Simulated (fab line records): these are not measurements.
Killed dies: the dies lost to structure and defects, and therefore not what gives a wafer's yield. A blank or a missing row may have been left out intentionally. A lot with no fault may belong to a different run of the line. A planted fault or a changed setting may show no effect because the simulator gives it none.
Split-lot study    flow n5-finfet    route with 1938 steps; 7 lots, 21 wafers read

== SPLIT DETAILS ==
At N5_BEOL_M4_COAT_05 (resist thk 30 nm), the setting spin-rpm was moved away from the recipe's 1500 rpm on 5 of the 21 wafers read, by -2.9% to +9.1%. For the rest of the wafers, this setting stayed at what the recipe calls for.

== FROM THE SPLIT TO THE READING: what the file shows between them, 4 steps ==
- N5_BEOL_M4_EBR_07
- N5_BEOL_M4_SOFTBAKE_06: time 60 s
- N5_BEOL_M4_DESCUM_16: chemistry O2, time 7 s
- N5_BEOL_M4_ETCH_74: etches underlayer in N2/H2, target depth 6.5 nm, time 5.2 s

== THE READING ==
CAR-EUV_of_BEOL_M4_COAT_05.thk-nm (the simulator's own value, which no gauge read), in nm, at N5_BEOL_M4_ETCH_63 (etches SiARC in CF4, target depth 15.6 nm, time 26 s). The file does not state a usual value for it. The 16 wafers here that ran the recipe average 11.2 nm, standard deviation 0.086 nm.

wafer   tool, chamber at the split  spin-rpm as run, rpm  against the recipe  CAR-EUV_of_BEOL_M4_COAT_05.thk-nm, nm  against lot-mates on the recipe
L076.1  litho-track-05, 0           1500                  recipe              11.2                                   -
L076.3  litho-track-05, 0           1500                  recipe              11.2                                   -
L076.5  litho-track-05, 0           1500                  recipe              11.2                                   -
L077.2  litho-track-01, 0           1500                  recipe              11.2                                   -
L077.3  litho-track-01, 0           1500                  recipe              11.2                                   -
L077.6  litho-track-01, 0           1500                  recipe              11.2                                   -
L078.3  litho-track-01, 0           1637                  +9.1%               10                                     -1.2
L078.4  litho-track-01, 0           1500                  recipe              11.2                                   -
L078.6  litho-track-01, 0           1500                  recipe              11.2                                   -
L080.3  litho-track-01, 0           1634                  +8.9%               9.8                                    -1.3
L080.4  litho-track-01, 0           1500                  recipe              11.2                                   -
L080.5  litho-track-01, 0           1500                  recipe              11                                     -
L083.3  litho-track-04, 0           1500                  recipe              11.4                                   -
L083.5  litho-track-04, 0           1456                  -2.9%               11.8                                   +0.4
L083.6  litho-track-04, 0           1456                  -2.9%               11.6                                   +0.2
L086.1  litho-track-05, 0           1500                  recipe              11.2                                   -
L086.3  litho-track-05, 0           1500                  recipe              11.2                                   -
L086.5  litho-track-05, 0           1500                  recipe              11.2                                   -
L091.1  litho-track-05, 0           1500                  recipe              11.2                                   -
L091.3  litho-track-05, 0           1586                  +5.7%               10.4                                   -0.7
L091.4  litho-track-05, 0           1500                  recipe              11                                     -

THE FIT
A straight line over all 21 wafers: CAR-EUV_of_BEOL_M4_COAT_05.thk-nm changes by -0.145 nm for each +1% of spin-rpm; r = -0.98; the points scatter about the line by 0.097 nm.
The same after taking each lot's own level away (the mean of its wafers on the recipe; 21 wafers): -0.132 nm for each +1%; r = -0.99; scatter 0.069 nm.
According to that fit, moving spin-rpm by its largest amount changes the reading by 1.2 nm.
The span of the lots' own levels, 11.10 to 11.40 nm, comes to 3.5 times the standard deviation stated above.
Hence the slope depends on the lot-to-lot level, as the two fits are not the same.
Check: with one of the wafers moved furthest among these (+9.1%) left out of the fit, the line predicts -1.23 nm for it against its lot-mates. It came out at -1.2 nm against them.

== THESE WAFERS: OTHER SPLITS ==
Before the reading, these wafers also passed through other splits. Each is held against what the fit with the lots' levels taken away leaves over:
other split on the same wafers  wafers away from the commonest value  r with CAR-EUV_of_BEOL_M4_COAT_05.thk-nm (lot level and that fit taken away)
N5_BEOL_M3_EXPOSE_08 dose-mj    3                                     +0.03
N5_BEOL_M4_ILD_DEP_00 time-s    3                                     +0.07

== THE WHOLE CHAIN: every reading that the file lists as answering this split, in the file's order ==
step                  what it does                                                 reading                                                                             change (the file's fit)                r (the file's)
N5_BEOL_M4_COAT_05    resist thk 30 nm                                             CAR-EUV_of_BEOL_M4_COAT_05.thk-nm (the simulator's own value, which no gauge read)  -0.137 nm for each +1% of the setting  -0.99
N5_BEOL_M4_DESCUM_16  chemistry O2, time 7 s                                       CAR-EUV_of_BEOL_M4_COAT_05.thk-nm (the simulator's own value, which no gauge read)  -0.156 nm for each +1% of the setting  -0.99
N5_BEOL_M4_ETCH_74    etches underlayer in N2/H2, target depth 6.5 nm, time 5.2 s  CAR-EUV_of_BEOL_M4_COAT_05.thk-nm (the simulator's own value, which no gauge read)  -0.149 nm for each +1% of the setting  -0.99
N5_BEOL_M4_ETCH_63    etches SiARC in CF4, target depth 15.6 nm, time 26 s         CAR-EUV_of_BEOL_M4_COAT_05.thk-nm (the simulator's own value, which no gauge read)  -0.134 nm for each +1% of the setting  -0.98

== FILE'S OWN FIT ==
CAR-EUV_of_BEOL_M4_COAT_05.thk-nm changes by -0.134 nm for each +1% of spin-rpm, r = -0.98.
